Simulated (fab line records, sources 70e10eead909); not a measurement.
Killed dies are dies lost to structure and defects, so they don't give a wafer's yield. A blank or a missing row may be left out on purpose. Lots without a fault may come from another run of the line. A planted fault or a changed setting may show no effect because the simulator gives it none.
fab line records | flow nand_harc
record lots=24 wafers=72 last_day=25
route steps=1159 shown P_M1@300 P_BONDPAD@385 A_START@389 A_ZERO_WELL@403
lots that met no fault: from a run of the same line without faults
start_h: hours from the record's first day to the start of the lot's first wafer shown | wait_h: hours since the lot's step before | " the same as in the row above | L1.1+2: a row that stands for several wafers | - no value, or no start given | * or withheld: withheld | < > ~ a bound
route shown NAME@n: a module of which the file shows steps, and the number in the route of the first | usual: mean/standard deviation of fault-free wafers | same: alike in all rows | chamber/n: place in a boat | sites: the reading at each site | _std_site: their standard deviation | _edge_site: outer sites' mean less inner sites' | radius_mm: how far each site lies from the wafer's centre | mask NAME#n: copy n | behind: the tool/chamber that last shaped the wafer | hold: why the lot was held/for how many hours/how that ended | device: the transistor (n, p or np) that didn't switch | end of line: the same wafers' tests at the end of the route | a step without rows: its recipe alone | killed: dies lost to structure and defects at the first sort, not the wafer's yield | map: a wafer's dies, x killed, . not, _ none there
set.NAME: the setting as run; set.NAME@STEP: as run at that earlier step | model.NAME: the simulator's own value behind a step, which no gauge read
steps of the route over a sample of lots; a table a step, a row a wafer
services: from which hour (start_h, from the record's first day; less than 0 if before it) a tool's chamber was out of use, for how many hours, and why
## steps
# step NHARC_P_M1_ETCH_15
# recipe target_depth_a=1825 time_s=91.2 c4f8_flow_sccm=withheld ar_flow_sccm=400 rf_w=600 bias_w=300 chemistry=C4F8/Ar
# usual oes_product_au=0.953/0.019 rf_vpp_V=442.6/2.7
# same time_s=91.2
# columns lot.wafer tool chamber start_h wait_h oes_product_au rf_hours_counter_h rf_vpp_V
L074.2 rie_diel-10 0 - - 0.926 8 444.2
L074.1 " 2 " " 0.913 9 442.3
L074.5 " 0 " " 0.930 - 444.4
L075.2 rie_diel-05 2 - - 0.932 10 444.4
L075.1 " 3 " " 0.932 11 443.4
L075.4 " 0 " " 0.937 11 443.5
L076.1 rie_diel-09 0 - - 0.957 1 445.2
L076.6 " 0 " " 0.950 - 446.1
L076.5 " 1 " " 0.965 - 443.8
L077.1 rie_diel-05 1 - - 0.923 11 438.4
L077.3 " 0 " " 0.936 11 443.1
L077.6 " 1 " " 0.930 - 437.9
L079.1 rie_diel-09 3 - - 0.964 1 440.1
L079.4 " 0 " " 0.963 2 444.4
L079.6 " 1 " " 0.982 - 443.7
L078.3 rie_diel-05 0 - - 0.941 12 441.5
L078.4 " 3 " " 0.911 - 442.7
L078.5 " 0 " " 0.936 - 442.9
L081.2 rie_diel-10 2 - - 0.959 10 440.6
L081.4 " 3 " " 0.971 9 441.0
L081.3 " 0 " " 0.975 9 443.6
L082.3 rie_diel-09 2 - - 0.937 2 443.8
L082.2 " 3 " " 0.957 2 441.0
L082.5 " 0 " " 0.943 - 445.3
L080.1 rie_diel-09 2 - - 0.963 2 444.4
L080.6 " 0 " " 0.951 - 445.3
L080.5 " 1 " " 0.956 - 444.3
L083.2 rie_diel-09 3 - - 0.991 2 440.1
L083.3 " 0 " " 0.963 2 444.7
L083.5 " 3 " " 0.979 - 440.1
L084.1 rie_diel-05 0 - - 0.972 0 443.1
L084.6 " 1 " " 0.955 - 437.9
L084.4 " 0 " " 0.953 - 443.4
L086.1 rie_diel-09 0 - - 0.978 3 446.3
L086.6 " 0 " " 0.981 - 444.6
L086.5 " 1 " " 0.981 - 444.5
L085.3 rie_diel-10 3 - - 0.966 1 441.7
L085.2 " 1 " " 0.963 1 436.7
L085.6 " 2 " " 0.953 - 442.2
L087.3 rie_diel-09 3 - - 0.987 3 439.0
L087.1 " 1 " " 0.971 3 444.3
L087.5 " 0 " " 0.969 - 446.1
L088.3 rie_diel-09 3 - - 0.939 3 439.2
L088.5 " 2 " " 0.917 - 444.4
L088.6 " 3 " " 0.934 - 440.3
L089.1 rie_diel-10 0 - - 0.949 3 444.3
L089.3 " 1 " " 0.937 3 438.3
L089.6 " 2 " " 0.932 - 444.3
L090.1 rie_diel-10 2 - - 0.951 3 440.3
L090.2 " 0 " " 0.967 3 445.0
L090.6 " 0 " " 0.966 - 443.1
L091.4 rie_diel-09 2 - - 0.948 4 445.2
L091.1 " 3 " " 0.964 3 439.3
L091.3 " 0 " " 0.992 3 445.7
L093.5 rie_diel-10 2 - - 0.950 - 441.9
L093.4 " 0 " " 0.961 - 443.2
L093.6 " 1 " " 0.937 - 437.8
L092.2 rie_diel-10 2 - - 0.949 3 441.2
L092.4 " 1 " " 0.955 - 434.7
L092.5 " 2 " " 0.950 - 440.9
L095.1 rie_diel-05 3 - - 0.936 3 444.6
L095.2 " 0 " " 0.933 2 442.7
L095.4 " 2 " " 0.926 3 444.3
L094.3 rie_diel-05 3 - - 0.962 3 444.2
L094.4 " 0 " " 0.947 2 442.8
L094.5 " 1 " " 0.951 - 439.3
L096.3 rie_diel-10 2 - - 0.960 5 440.0
L096.5 " 3 " " 0.980 - 439.7
L096.6 " 0 " " 0.965 - 444.4
L097.1 rie_diel-05 0 - - 0.975 4 444.6
L097.6 " 2 " " 0.965 - 444.5
L097.5 " 3 " " 0.966 - 445.3
# step NHARC_P_M1_DEGAS_29
# recipe temp_c=250 time_s=60
# usual heater_power_w=342/33
# same time_s=60
# columns lot.wafer tool chamber start_h wait_h heater_power_w
L074.1 pvd_sputter-03 - 132.95 - 324
L074.2 " - " " 369
L074.5 " - " " 386
L075.4 pvd_sputter-01 - 133.43 - 331
L075.2 " - " " 401
L075.1 " - " " 288
L076.1 pvd_sputter-01 - 138.80 - 296
L076.6 " - " " 299
L076.5 " - " " 407
L077.3 pvd_sputter-03 - 139.52 - 370
L077.1 " - " " 362
L077.6 " - " " 381
L079.1 pvd_sputter-03 - 147.09 - 358
L079.4 " - " " 339
L079.6 " - " " 330
L078.4 pvd_sputter-02 - 151.98 - 389
L078.3 " - " " 313
L078.5 " - " " 332
L081.2 pvd_sputter-03 - 162.54 - 334
L081.4 " - " " 328
L081.3 " - " " 362
L082.3 pvd_sputter-02 - 162.63 - 329
L082.2 " - " " 334
L082.5 " - " " 342
L080.1 pvd_sputter-02 - 163.35 - 326
L080.6 " - " " 330
L080.5 " - " " 397
L083.3 pvd_sputter-03 - 174.15 - 329
L083.2 " - " " 370
L083.5 " - " " 342
L084.1 pvd_sputter-01 - 175.62 - 305
L084.4 " - " " 403
L084.6 " - " " 324
L086.1 pvd_sputter-03 - 198.54 - 330
L086.5 " - " " 328
L086.6 " - " " 386
L085.3 pvd_sputter-01 - 199.80 - 292
L085.2 " - " " 300
L085.6 " - " " 296
L087.3 pvd_sputter-01 - 201.85 - 305
L087.1 " - " " 405
L087.5 " - " " 314
L088.3 pvd_sputter-03 - 204.69 - 354
L088.5 " - " " 331
L088.6 " - " " 383
L089.3 pvd_sputter-01 - 218.32 - 296
L089.1 " - " " 406
L089.6 " - " " 300
L090.1 pvd_sputter-02 - 225.50 - 347
L090.2 " - " " 349
L090.6 " - " " 344
L091.1 pvd_sputter-03 - 226.43 - 325
L091.4 " - " " 380
L091.3 " - " " 367
L093.4 pvd_sputter-02 - 228.11 - 286
L093.6 " - " " 335
L093.5 " - " " 384
L092.4 pvd_sputter-03 - 229.06 - 371
L092.2 " - " " 331
L092.5 " - " " 381
L095.1 pvd_sputter-03 - 248.61 - 323
L095.2 " - " " 329
L095.4 " - " " 381
L094.4 pvd_sputter-01 - 249.05 - 294
L094.3 " - " " 324
L094.5 " - " " 401
L096.3 pvd_sputter-01 - 256.22 - 300
L096.6 " - " " 397
L096.5 " - " " 299
L097.1 pvd_sputter-02 - 259.80 - 292
L097.6 " - " " 338
L097.5 " - " " 284
# step NHARC_P_M1_PVD_21
# recipe target_thk_a=300 chamber_pressure_pa=5 power_w=5000 substrate_temp_c=30 time_s=20.49 material=Cu
# usual throttle_valve_pct=30.1/1.1
# same time_s=20.49
# columns lot.wafer tool chamber start_h wait_h throttle_valve_pct
L074.2 pvd_sputter-03 - - - 29.2
L074.1 " - " " 29.9
L074.5 " - " " 29.3
L075.4 pvd_sputter-01 - - - 30.6
L075.2 " - " " 29.8
L075.1 " - " " 31.4
L076.1 pvd_sputter-01 - - - 29.8
L076.5 " - " " 27.8
L076.6 " - " " 29.8
L077.3 pvd_sputter-03 - - - 29.4
L077.1 " - " " 30.1
L077.6 " - " " 29.3
L079.4 pvd_sputter-03 - - - 29.6
L079.1 " - " " 30.7
L079.6 " - " " 30.5
L078.3 pvd_sputter-02 - - - 30.2
L078.4 " - " " 30.9
L078.5 " - " " 31.5
L081.2 pvd_sputter-03 - - - 29.7
L081.4 " - " " 30.5
L081.3 " - " " 29.4
L082.2 pvd_sputter-02 - - - 31.3
L082.3 " - " " 30.8
L082.5 " - " " 31.2
L080.1 pvd_sputter-02 - - - 31.4
L080.6 " - " " 31.1
L080.5 " - " " 31.5
L083.3 pvd_sputter-03 - - - 29.6
L083.2 " - " " 29.4
L083.5 " - " " 30.5
L084.1 pvd_sputter-01 - - - 31.1
L084.4 " - " " 31.0
L084.6 " - " " 30.8
L086.1 pvd_sputter-03 - - - 29.7
L086.5 " - " " 29.3
L086.6 " - " " 29.4
L085.3 pvd_sputter-01 - - - 30.9
L085.2 " - " " 31.2
L085.6 " - " " 27.7
L087.1 pvd_sputter-01 - - - 31.4
L087.3 " - " " 30.5
L087.5 " - " " 30.2
L088.3 pvd_sputter-03 - - - 29.4
L088.6 " - " " 29.3
L088.5 " - " " 30.8
L089.3 pvd_sputter-01 - - - 28.0
L089.1 " - " " 30.5
L089.6 " - " " 30.2
L090.1 pvd_sputter-02 - - - 31.9
L090.2 " - " " 31.2
L090.6 " - " " 30.5
L091.4 pvd_sputter-03 - - - 29.1
L091.3 " - " " 30.7
L091.1 " - " " 29.8
L093.4 pvd_sputter-02 - - - 31.1
L093.6 " - " " 31.0
L093.5 " - " " 31.2
L092.4 pvd_sputter-03 - - - 29.5
L092.2 " - " " 30.7
L092.5 " - " " 29.3
L095.1 pvd_sputter-03 - - - 29.5
L095.4 " - " " 29.5
L095.2 " - " " 30.6
L094.4 pvd_sputter-01 - - - 27.8
L094.3 " - " " 30.5
L094.5 " - " " 27.6
L096.3 pvd_sputter-01 - - - 31.4
L096.5 " - " " 27.6
L096.6 " - " " 30.9
L097.1 pvd_sputter-02 - - - 31.9
L097.5 " - " " 30.9
L097.6 " - " " 30.5
# step NHARC_P_BONDPAD_INSPECT_23
# usual raw_defect_count=313/94
# columns lot.wafer tool chamber start_h wait_h raw_defect_count
L074.1 defect_inspect-01 - 143.22 0.0 500
L074.2 " - " " 328
L074.5 " - " " 347
L075.1 defect_inspect-02 - 143.82 0.1 355
L075.2 " - " " 246
L075.4 " - " " 229
L076.1 defect_inspect-02 - 148.91 0.0 348
L076.5 " - " " 277
L076.6 " - " " 327
L077.1 defect_inspect-01 - 150.29 0.1 222
L077.3 " - " " 402
L077.6 " - " " 382
L079.1 defect_inspect-01 - 157.79 0.0 226
L079.4 " - " " 293
L079.6 " - " " 317
L078.3 defect_inspect-01 - 163.20 0.1 236
L078.4 " - " " 368
L078.5 " - " " 280
L081.2 defect_inspect-02 - 172.73 0.0 498
L081.3 " - " " 261
L081.4 " - " " 277
L082.2 defect_inspect-02 - 173.44 0.0 283
L082.3 " - " " 226
L082.5 " - " " 306
L080.1 defect_inspect-02 - 173.86 0.0 200
L080.5 " - " " 338
L080.6 " - " " 473
L083.2 defect_inspect-01 - 185.30 0.0 239
L083.3 " - " " 244
L083.5 " - " " 306
L084.1 defect_inspect-02 - 186.01 0.0 500
L084.4 " - " " 288
L084.6 " - " " 274
L086.1 defect_inspect-02 - 209.01 0.0 261
L086.5 " - " " 311
L086.6 " - " " 578
L085.2 defect_inspect-01 - 210.07 0.0 207
L085.3 " - " " 226
L085.6 " - " " 237
L087.1 defect_inspect-01 - 212.34 0.0 212
L087.3 " - " " 284
L087.5 " - " " 258
L088.3 defect_inspect-02 - 215.21 0.0 367
L088.5 " - " " 411
L088.6 " - " " 668
L089.1 defect_inspect-02 - 229.12 0.0 536
L089.3 " - " " 377
L089.6 " - " " 271
L090.1 defect_inspect-01 - 235.98 0.0 167
L090.2 " - " " 301
L090.6 " - " " 223
L091.1 defect_inspect-01 - 236.93 0.0 477
L091.3 " - " " 398
L091.4 " - " " 317
L093.4 defect_inspect-02 - 238.51 0.0 181
L093.5 " - " " 404
L093.6 " - " " 315
L092.2 defect_inspect-02 - 239.67 0.0 361
L092.4 " - " " 312
L092.5 " - " " 315
L094.3 defect_inspect-01 - 259.75 0.0 242
L094.4 " - " " 227
L094.5 " - " " 238
L095.1 defect_inspect-01 - 260.15 0.0 396
L095.2 " - " " 293
L095.4 " - " " 235
L096.3 defect_inspect-01 - 267.13 0.0 287
L096.5 " - " " 398
L096.6 " - " " 269
L097.1 defect_inspect-02 - 270.07 0.0 268
L097.5 " - " " 306
L097.6 " - " " 322
# step NHARC_A_START_INSPECT_01
# usual raw_defect_count=3.4/1.7
# columns lot.wafer tool chamber start_h wait_h raw_defect_count
L074.1 defect_inspect-02 - 143.69 - 4
L074.2 " - " " 6
L074.5 " - " " 2
L075.1 defect_inspect-01 - 144.29 - 5
L075.2 " - " " 0
L075.4 " - " " 4
L076.1 defect_inspect-02 - 149.38 - 4
L076.5 " - " " 8
L076.6 " - " " 1
L077.1 defect_inspect-01 - 150.76 - 4
L077.3 " - " " 4
L077.6 " - " " 1
L079.1 defect_inspect-02 - 158.25 - 2
L079.4 " - " " 2
L079.6 " - " " 7
L078.3 defect_inspect-01 - 163.69 - 2
L078.4 " - " " 5
L078.5 " - " " 2
L081.2 defect_inspect-01 - 173.20 - 4
L081.3 " - " " 3
L081.4 " - " " 2
L082.2 defect_inspect-01 - 173.91 - 2
L082.3 " - " " 1
L082.5 " - " " 5
L080.1 defect_inspect-01 - 174.33 - 4
L080.5 " - " " 4
L080.6 " - " " 2
L083.2 defect_inspect-02 - 185.78 - 4
L083.3 " - " " 1
L083.5 " - " " 4
L084.1 defect_inspect-02 - 186.48 - 5
L084.4 " - " " 2
L084.6 " - " " 3
L085.2 defect_inspect-01 - 210.56 - 2
L085.3 " - " " 2
L085.6 " - " " 1
L086.1 defect_inspect-02 - 212.10 - 4
L086.5 " - " " 5
L086.6 " - " " 2
L087.1 defect_inspect-02 - 212.81 - 0
L087.3 " - " " 3
L087.5 " - " " 3
L088.3 defect_inspect-01 - 215.67 - 0
L088.5 " - " " 4
L088.6 " - " " 3
L089.1 defect_inspect-02 - 229.59 - 4
L089.3 " - " " 2
L089.6 " - " " 3
L090.1 defect_inspect-02 - 236.47 - 5
L090.2 " - " " 2
L090.6 " - " " 3
L091.1 defect_inspect-01 - 237.42 - 2
L091.3 " - " " 7
L091.4 " - " " 2
L093.4 defect_inspect-01 - 239.01 - 3
L093.5 " - " " 4
L093.6 " - " " 2
L092.2 defect_inspect-02 - 240.15 - 1
L092.4 " - " " 5
L092.5 " - " " 3
L094.3 defect_inspect-02 - 260.22 - 4
L094.4 " - " " 4
L094.5 " - " " 3
L095.1 defect_inspect-02 - 260.62 - 2
L095.2 " - " " 4
L095.4 " - " " 3
L096.3 defect_inspect-02 - 267.60 - 6
L096.5 " - " " 5
L096.6 " - " " 4
L097.1 defect_inspect-01 - 270.56 - 1
L097.5 " - " " 4
L097.6 " - " " 3
# step NHARC_A_ZERO_WELL_DESCUM_12
# recipe time_s=3 o2_flow_sccm=200 ar_flow_sccm=0 bias_power_w=0 chemistry=O2
# usual drypump_motor_current_A=5.5/0.41 oes_product_au=1.005/0.0094 rf_vpp_V=57.7/0.93 showerhead_plenum_p_Torr=1.89/0.072 throttle_valve_pct=11.310/0.0093
# same time_s=3
# columns lot.wafer tool chamber start_h wait_h drypump_motor_current_A oes_product_au rf_hours_counter_h rf_vpp_V showerhead_plenum_p_Torr throttle_valve_pct
L074.1 rie_diel-13 0 144.57 - 5.7 1.006 3 57.6 1.84 11.311
L074.2 " 2 " " 5.3 1.002 3 58.0 2.00 11.311
L074.5 " 0 " " 5.7 1.014 - 58.3 1.84 11.323
L075.4 rie_diel-13 3 145.32 - 5.6 0.998 3 58.8 1.80 11.334
L075.1 " 0 " " 5.8 0.997 3 57.7 1.84 11.309
L075.2 " 1 " " 5.1 0.991 3 58.2 1.80 11.310
L076.1 rie_diel-01 3 150.27 - 5.2 0.999 0 58.6 1.96 11.308
L076.5 " 2 " " 5.5 0.998 - 58.1 1.95 11.316
L076.6 " 3 " " 5.2 0.998 - 57.7 1.96 11.297
L077.3 rie_diel-13 0 151.65 - 5.8 1.000 4 56.9 1.84 11.296
L077.1 " 1 " " 5.1 0.984 3 58.7 1.80 11.293
L077.6 " 1 " " 5.2 0.987 - 56.9 1.80 11.315
L079.1 rie_diel-06 3 159.26 - 5.8 0.995 5 57.3 1.82 11.300
L079.4 " 1 " " 6.4 1.005 6 58.2 1.97 11.311
L079.6 " 2 " " 5.0 1.020 - 57.2 1.81 11.294
L078.3 rie_diel-06 2 164.71 - 5.0 1.016 5 57.0 1.81 11.312
L078.4 " 3 " " 5.8 0.991 5 56.0 1.82 11.306
L078.5 " 1 " " 6.4 1.015 - 57.7 1.97 11.308
L081.3 rie_diel-06 3 174.19 - 5.8 0.997 5 58.0 1.82 11.324
L081.4 " 0 " " 5.3 1.006 6 57.7 1.96 11.306
L081.2 " 2 " " 5.0 1.002 5 57.0 1.81 11.309
L082.3 rie_diel-06 1 174.92 - 6.4 1.013 6 58.9 1.97 11.296
L082.2 " 2 " " 5.0 1.021 5 56.6 1.81 11.310
L082.5 " 1 " " 6.4 1.008 - 57.4 1.97 11.307
L080.1 rie_diel-01 2 175.37 - 5.5 0.999 2 58.2 1.95 11.309
L080.5 " 0 " " 5.5 1.012 - 58.0 1.92 11.307
L080.6 " 1 " " 5.1 1.005 - 57.0 1.85 11.314
L083.2 rie_diel-01 0 186.66 - 5.5 1.009 5 57.2 1.92 11.312
L083.3 " 2 " " 5.5 1.000 4 58.2 1.95 11.299
L083.5 " 0 " " 5.5 1.015 - 55.8 1.92 11.302
L084.1 rie_diel-01 1 187.49 - 5.1 1.010 4 56.4 1.85 11.315
L084.4 " 2 " " 5.5 1.017 4 58.1 1.95 11.293
L084.6 " 1 " " 5.1 1.004 - 57.5 1.85 11.304
L085.3 rie_diel-06 2 211.56 - 5.1 1.022 8 58.3 1.81 11.317
L085.2 " 1 " " 6.4 1.001 9 58.4 1.97 11.308
L085.6 " 2 " " 5.0 1.015 - 57.2 1.81 11.304
L086.1 rie_diel-06 1 212.97 - 6.4 0.995 9 58.5 1.97 11.289
L086.5 " 1 " " 6.4 0.996 - 59.0 1.97 11.329
L086.6 " 2 " " 5.0 1.014 - 57.0 1.81 11.318
L087.1 rie_diel-01 1 213.68 - 5.1 1.002 8 57.5 1.84 11.316
L087.3 " 2 " " 5.5 0.998 7 57.2 1.95 11.315
L087.5 " 1 " " 5.1 0.993 - 56.9 1.85 11.308
L088.3 rie_diel-01 2 216.69 - 5.5 1.018 7 58.5 1.95 11.326
L088.6 " 3 " " 5.2 1.005 - 59.3 1.96 11.325
L088.5 " 1 " " 5.1 1.012 - 56.9 1.85 11.299
L089.3 rie_diel-06 0 230.60 - 5.4 1.019 10 58.3 1.96 11.300
L089.1 " 1 " " 6.4 0.994 11 58.0 1.97 11.313
L089.6 " 3 " " 5.8 0.991 - 58.0 1.82 11.299
L090.1 rie_diel-06 2 237.34 - 5.0 1.019 10 55.9 1.81 11.293
L090.2 " 0 " " 5.4 1.012 10 55.9 1.96 11.336
L090.6 " 1 " " 6.4 0.996 - 59.1 1.97 11.314
L091.3 rie_diel-06 2 238.44 - 5.1 1.003 10 57.5 1.81 11.313
L091.1 " 0 " " 5.3 1.008 10 57.1 1.96 11.308
L091.4 " 1 " " 6.4 0.995 - 58.4 1.97 11.308
L093.4 rie_diel-13 0 240.03 - 5.8 1.011 11 56.0 1.84 11.315
L093.5 " 1 " " 5.2 0.997 - 57.4 1.80 11.314
L093.6 " 2 " " 5.3 1.004 - 58.0 2.00 11.326
L092.2 rie_diel-01 0 241.16 - 5.5 1.012 9 57.2 1.92 11.300
L092.4 " 1 " " 5.1 1.011 10 56.1 1.84 11.306
L092.5 " 2 " " 5.5 1.003 - 59.4 1.95 11.312
L094.3 rie_diel-01 1 261.08 - 5.1 1.007 12 56.7 1.84 11.312
L094.4 " 2 " " 5.5 1.002 11 57.8 1.95 11.316
L094.5 " 2 " " 5.5 0.997 - 57.5 1.95 11.308
L095.2 rie_diel-13 2 261.58 - 5.3 1.007 12 57.5 2.00 11.300
L095.1 " 3 " " 5.5 0.992 13 56.8 1.79 11.316
L095.4 " 0 " " 5.8 0.995 - 57.2 1.84 11.305
L096.3 rie_diel-06 1 268.69 - 6.4 1.005 1 59.0 1.97 11.320
L096.6 " 2 " " 5.0 1.013 - 57.4 1.81 11.313
L096.5 " 3 " " 5.8 1.012 - 58.3 1.82 11.315
L097.1 rie_diel-06 0 271.46 - 5.3 1.007 2 58.6 1.96 11.308
L097.6 " 1 " " 6.4 0.996 - 60.4 1.97 11.313
L097.5 " 2 " " 5.0 1.012 - 59.2 1.81 11.303
## services
# columns tool chamber start_h hours kind
rie_diel-01 1 112.96 11.6 repair
rie_diel-10 3 119.59 5.8 repair
rie_diel-01 2 120.72 12.2 repair
pvd_sputter-02 - 125.49 1.7 repair
rie_diel-10 1 130.79 19.2 repair
pvd_sputter-01 - 137.52 0.8 repair
rie_diel-01 - 137.80 9.0 pm
rie_diel-05 1 139.05 24.2 repair
pvd_sputter-01 - 158.09 10.0 pm
rie_diel-10 - 176.50 9.0 pm
rie_diel-06 3 187.88 5.2 repair
rie_diel-01 - 191.69 1.1 repair
pvd_sputter-03 - 194.66 1.5 repair
pvd_sputter-03 - 199.85 2.3 repair
rie_diel-10 3 206.26 4.2 repair
rie_diel-01 0 211.93 13.9 repair
pvd_sputter-02 - 214.00 10.0 pm
rie_diel-10 3 216.83 24.6 repair
rie_diel-06 3 232.49 10.8 repair
rie_diel-10 0 232.81 11.0 repair
rie_diel-06 - 241.21 9.0 pm
rie_diel-06 1 253.54 10.2 repair
rie_diel-09 - 254.10 9.0 pm
rie_diel-10 0 267.78 12.2 repair
## key
fault none
